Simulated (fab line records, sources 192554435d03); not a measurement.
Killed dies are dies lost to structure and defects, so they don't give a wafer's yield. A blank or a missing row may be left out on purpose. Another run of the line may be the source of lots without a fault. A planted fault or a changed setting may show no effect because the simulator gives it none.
A single fault, viewed from 2 desks | flow n5 finfet | every desk sees just its own numbers, and what lay behind them comes last

METROLOGY DESK
Lot by lot, what the gauges showed, no matter which tool ran the lot: averages of those sampled wafers that carry a number. The brackets show how far a lot's mean lies from the usual mean; more than 4 standard deviations puts the lot out of limits, marked OUT. 7 of its 12 readings are shown: the first one out of limits and those lying furthest out on some lot.
Columns: A = DIBL_N at N5_BEOL_M4_RC_MEAS_101, usual 37.1 mV/V; B = DIBL_P at N5_BEOL_M4_RC_MEAS_101, usual 38 mV/V; C = IOFF_N_LONG at N5_BEOL_M4_RC_MEAS_101, usual 5.58e-05 nA/um; D = ION_N at N5_BEOL_M4_RC_MEAS_101, usual 678 uA/um; E = SS_P at N5_BEOL_M4_RC_MEAS_101, usual 73.7 mV/dec; F = VT_N_LONG at N5_BEOL_M4_RC_MEAS_101, usual 274.5 mV; G = VT_P at N5_BEOL_M4_RC_MEAS_101, usual -248 mV
lot  | first seen here | A    | B  | C                   | D   | E    | F     | G
L973 | day 10 12:04    | 37.1 | 39 | 5.75e-05            | 671 | 73.5 | 271.2 | -250
L972 | day 10 15:06    | 32.6 | 33 | 5.69e-05            | 652 | 71.8 | 274.6 | -250
L974 | day 11 05:18    | 36.2 | 35 | 6.13e-05            | 686 | 73.0 | 272.9 | -248
L979 | day 12 01:53    | 36.6 | 39 | 5.60e-05            | 676 | 73.9 | 273.4 | -247
L987 | day 14 05:19    | 36.5 | 37 | 5.93e-05            | 678 | 73.6 | 272.6 | -250
L985 | day 14 11:16    | 34.5 | 34 | 6.68e-05 (+4.6) OUT | 692 | 73.2 | 269.1 | -255
L989 | day 14 14:53    | 38.8 | 40 | 5.72e-05            | 689 | 74.1 | 271.9 | -243
L992 | day 15 15:13    | 35.4 | 36 | 5.69e-05            | 665 | 73.4 | 275.3 | -252
L993 | day 17 18:43    | 39.9 | 40 | 5.43e-05            | 688 | 74.5 | 274.4 | -246
This desk's result: L985 out of limits, first on L985 (IOFF_N_LONG at N5_BEOL_M4_RC_MEAS_101), day 14 11:16. L973, L972, L974, L979, L987, L989, L992, L993: within limits.

AT THE TOOL OWNER'S DESK: ald metal-04
The tool's own readings at N5_HKMG_FIN_ALD_91 (deposits TiN, target thk 1 nm, pulse time 1 s, purge time 3 s): means of the sampled wafers that have a number, for each lot that ran on this tool. The brackets show how far a lot's mean lies from the usual mean; more than 4 standard deviations puts the lot out of limits, marked OUT.
Columns: A = heater power outer w at N5_HKMG_FIN_ALD_91, usual 565 W; B = heater power w at N5_HKMG_FIN_ALD_91, usual 890 W; C = precursor pulse height rel at N5_HKMG_FIN_ALD_91, usual 0.999
lot  | first seen here | A   | B   | C
L972 | day 4 05:07     | 558 | 939 | 1.004
L974 | day 4 16:03     | 552 | 892 | 0.998
L979 | day 6 06:52     | 567 | 862 | 0.991
L985 | day 7 09:23     | 604 | 953 | 0.988
L987 | day 7 19:41     | 555 | 900 | 1.038
Result from this desk: across the 5 lots, nothing is out of limits.

PUT TOGETHER
On L985, the metrology desk was in a position to raise an alarm at day 14 11:16.
Nothing out of limits was seen by the tool owner's desk.
Tool owner's desk: L985 on record, inside its limits.
Of the lots named, all ran N5_HKMG_FIN_ALD_91 on ald metal-04.

WHAT HAD BEEN PUT IN BY THE SIMULATOR
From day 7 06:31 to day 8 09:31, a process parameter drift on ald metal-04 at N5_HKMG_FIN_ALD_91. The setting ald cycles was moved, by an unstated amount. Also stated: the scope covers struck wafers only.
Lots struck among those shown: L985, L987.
Per desk, hours elapsed from the start of the fault to the first reading out of limits: for the metrology desk, 173.
